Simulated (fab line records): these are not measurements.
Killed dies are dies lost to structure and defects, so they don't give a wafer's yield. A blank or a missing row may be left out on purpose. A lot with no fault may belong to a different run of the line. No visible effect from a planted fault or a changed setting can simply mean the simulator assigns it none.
Split-lot experiment / flow n5-finfet / 7 lots, 21 wafers read, on a route of 1938 steps

== THE SPLIT ==
At N5_BEOL_M4_DESCUM_33 (chemistry O2, time 7 s), the setting time-s was moved away from the recipe's 7 s on 5 of the 21 wafers read, by -12.4% to +13.0%. This setting was run at the recipe's value on the other wafers.

== FROM THE SPLIT ON TO THE READING: in between, the file shows 1 step ==
- N5_BEOL_M4_ETCH_77: etches underlayer in N2/H2, target depth 6.5 nm, time 5.2 s

== THE READING ==
CAR-EUV_of_BEOL_M4_COAT_22.thk-nm (the simulator's own value, which no gauge read), in nm, at N5_BEOL_M4_ETCH_69 (etches SiARC in CF4, target depth 15.6 nm, time 26 s). The file gives no usual value for it. Across the 16 wafers here that went through the recipe, the average is 11.1 nm and the standard deviation 0.12 nm.

wafer=L075.1; tool, chamber at the split=rie-diel-04, 2,0; time-s as run, s=7.909; against the recipe=+13.0%; CAR-EUV_of_BEOL_M4_COAT_22.thk-nm, nm=10.8; against lot-mates on the recipe=-0.4
wafer=L075.3; tool, chamber at the split=rie-diel-04, 2,0; time-s as run, s=7.909; against the recipe=+13.0%; CAR-EUV_of_BEOL_M4_COAT_22.thk-nm, nm=10.8; against lot-mates on the recipe=-0.4
wafer=L075.4; tool, chamber at the split=rie-diel-04, 3; time-s as run, s=7; against the recipe=recipe; CAR-EUV_of_BEOL_M4_COAT_22.thk-nm, nm=11.2; against lot-mates on the recipe=-
wafer=L076.1; tool, chamber at the split=rie-diel-03, 0,1; time-s as run, s=7; against the recipe=recipe; CAR-EUV_of_BEOL_M4_COAT_22.thk-nm, nm=11.2; against lot-mates on the recipe=-
wafer=L076.2; tool, chamber at the split=rie-diel-03, 1; time-s as run, s=6.135; against the recipe=-12.4%; CAR-EUV_of_BEOL_M4_COAT_22.thk-nm, nm=11.6; against lot-mates on the recipe=+0.5
wafer=L076.6; tool, chamber at the split=rie-diel-03, 0,1; time-s as run, s=7; against the recipe=recipe; CAR-EUV_of_BEOL_M4_COAT_22.thk-nm, nm=11; against lot-mates on the recipe=-
wafer=L081.1; tool, chamber at the split=rie-diel-03, 0; time-s as run, s=7; against the recipe=recipe; CAR-EUV_of_BEOL_M4_COAT_22.thk-nm, nm=11.2; against lot-mates on the recipe=-
wafer=L081.6; tool, chamber at the split=rie-diel-03, 0; time-s as run, s=7; against the recipe=recipe; CAR-EUV_of_BEOL_M4_COAT_22.thk-nm, nm=11.2; against lot-mates on the recipe=-
wafer=L081.3; tool, chamber at the split=rie-diel-03, 2; time-s as run, s=7; against the recipe=recipe; CAR-EUV_of_BEOL_M4_COAT_22.thk-nm, nm=11.4; against lot-mates on the recipe=-
wafer=L083.1; tool, chamber at the split=rie-diel-01, 0,2,1; time-s as run, s=7; against the recipe=recipe; CAR-EUV_of_BEOL_M4_COAT_22.thk-nm, nm=11; against lot-mates on the recipe=-
wafer=L083.3; tool, chamber at the split=rie-diel-01, 0,2,1; time-s as run, s=7; against the recipe=recipe; CAR-EUV_of_BEOL_M4_COAT_22.thk-nm, nm=11; against lot-mates on the recipe=-
wafer=L083.4; tool, chamber at the split=rie-diel-01, 0,2,1; time-s as run, s=7; against the recipe=recipe; CAR-EUV_of_BEOL_M4_COAT_22.thk-nm, nm=11; against lot-mates on the recipe=-
wafer=L086.1; tool, chamber at the split=rie-diel-04, 3,2; time-s as run, s=7.403; against the recipe=+5.8%; CAR-EUV_of_BEOL_M4_COAT_22.thk-nm, nm=10.8; against lot-mates on the recipe=-0.4
wafer=L086.3; tool, chamber at the split=rie-diel-04, 3,2; time-s as run, s=7.403; against the recipe=+5.8%; CAR-EUV_of_BEOL_M4_COAT_22.thk-nm, nm=11; against lot-mates on the recipe=-0.2
wafer=L086.5; tool, chamber at the split=rie-diel-04, 0; time-s as run, s=7; against the recipe=recipe; CAR-EUV_of_BEOL_M4_COAT_22.thk-nm, nm=11.2; against lot-mates on the recipe=-
wafer=L096.2; tool, chamber at the split=rie-diel-03, 1,0; time-s as run, s=7; against the recipe=recipe; CAR-EUV_of_BEOL_M4_COAT_22.thk-nm, nm=11; against lot-mates on the recipe=-
wafer=L096.3; tool, chamber at the split=rie-diel-03, 2; time-s as run, s=7; against the recipe=recipe; CAR-EUV_of_BEOL_M4_COAT_22.thk-nm, nm=11; against lot-mates on the recipe=-
wafer=L096.6; tool, chamber at the split=rie-diel-03, 1,0; time-s as run, s=7; against the recipe=recipe; CAR-EUV_of_BEOL_M4_COAT_22.thk-nm, nm=11; against lot-mates on the recipe=-
wafer=L095.2; tool, chamber at the split=rie-diel-01, 3,0,3; time-s as run, s=7; against the recipe=recipe; CAR-EUV_of_BEOL_M4_COAT_22.thk-nm, nm=11.2; against lot-mates on the recipe=-
wafer=L095.5; tool, chamber at the split=rie-diel-01, 3,0,3; time-s as run, s=7; against the recipe=recipe; CAR-EUV_of_BEOL_M4_COAT_22.thk-nm, nm=11.2; against lot-mates on the recipe=-
wafer=L095.6; tool, chamber at the split=rie-diel-01, 3,0,3; time-s as run, s=7; against the recipe=recipe; CAR-EUV_of_BEOL_M4_COAT_22.thk-nm, nm=11.2; against lot-mates on the recipe=-
If several chambers appear in one row, that row covers several wafers at once and the file leaves open which wafer was in which chamber.

THE FIT
A straight line over all 21 wafers: CAR-EUV_of_BEOL_M4_COAT_22.thk-nm changes by -0.0307 nm for each +1% of time-s; r = -0.80; the points scatter about the line by 0.12 nm.
The same after taking each lot's own level away (the mean of its wafers on the recipe; 21 wafers): -0.036 nm for each +1%; r = -0.94; scatter 0.071 nm.
That fit puts the effect of the largest move of time-s on the reading at 0.47 nm.
Measured against the standard deviation above, the lots' own levels, which go from 11.00 to 11.27 nm, span 2.2 times it.
Hence the slope depends on the lot-to-lot level, as the two fits are not the same.
Check: for one of the wafers moved furthest among these (+13.0%), held out of the fit, the line's prediction against its lot-mates is -0.498 nm. It came out at -0.4 nm against them.

== THE OTHER SPLITS THESE WAFERS WENT THROUGH ==
These wafers also went through other splits before the reading. Each is held against what the fit with the lots' levels taken away leaves over:
other split on the same wafers=N5_BEOL_M3_ETCH_64 time-s; wafers away from the commonest value=7; r with CAR-EUV_of_BEOL_M4_COAT_22.thk-nm (lot level and that fit taken away)=-0.23
other split on the same wafers=N5_BEOL_M3_COAT_67 spin-rpm; wafers away from the commonest value=6; r with CAR-EUV_of_BEOL_M4_COAT_22.thk-nm (lot level and that fit taken away)=+0.11
other split on the same wafers=N5_BEOL_M3_TRENCH_ETCH_37 time-s; wafers away from the commonest value=9; r with CAR-EUV_of_BEOL_M4_COAT_22.thk-nm (lot level and that fit taken away)=+0.30
other split on the same wafers=N5_BEOL_M3_ETCH_41 target-depth-a; wafers away from the commonest value=6; r with CAR-EUV_of_BEOL_M4_COAT_22.thk-nm (lot level and that fit taken away)=+0.38
other split on the same wafers=N5_BEOL_M4_COAT_67 spin-rpm; wafers away from the commonest value=7; r with CAR-EUV_of_BEOL_M4_COAT_22.thk-nm (lot level and that fit taken away)=-0.46

== THE WHOLE CHAIN: every reading that the file lists as answering this split, in the file's order ==
step=N5_BEOL_M4_DESCUM_33; what it does=chemistry O2, time 7 s; reading=CAR-EUV_of_BEOL_M4_COAT_22.thk-nm (the simulator's own value, which no gauge read); change (the file's fit)=-0.0392 nm for each +1% of the setting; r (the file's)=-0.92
step=N5_BEOL_M4_ETCH_77; what it does=etches underlayer in N2/H2, target depth 6.5 nm, time 5.2 s; reading=CAR-EUV_of_BEOL_M4_COAT_22.thk-nm (the simulator's own value, which no gauge read); change (the file's fit)=-0.0335 nm for each +1% of the setting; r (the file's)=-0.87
step=N5_BEOL_M4_ETCH_69; what it does=etches SiARC in CF4, target depth 15.6 nm, time 26 s; reading=CAR-EUV_of_BEOL_M4_COAT_22.thk-nm (the simulator's own value, which no gauge read); change (the file's fit)=-0.037 nm for each +1% of the setting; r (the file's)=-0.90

== THE FILE'S OWN FIT ==
CAR-EUV_of_BEOL_M4_COAT_22.thk-nm changes by -0.037 nm for each +1% of time-s, r = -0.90.
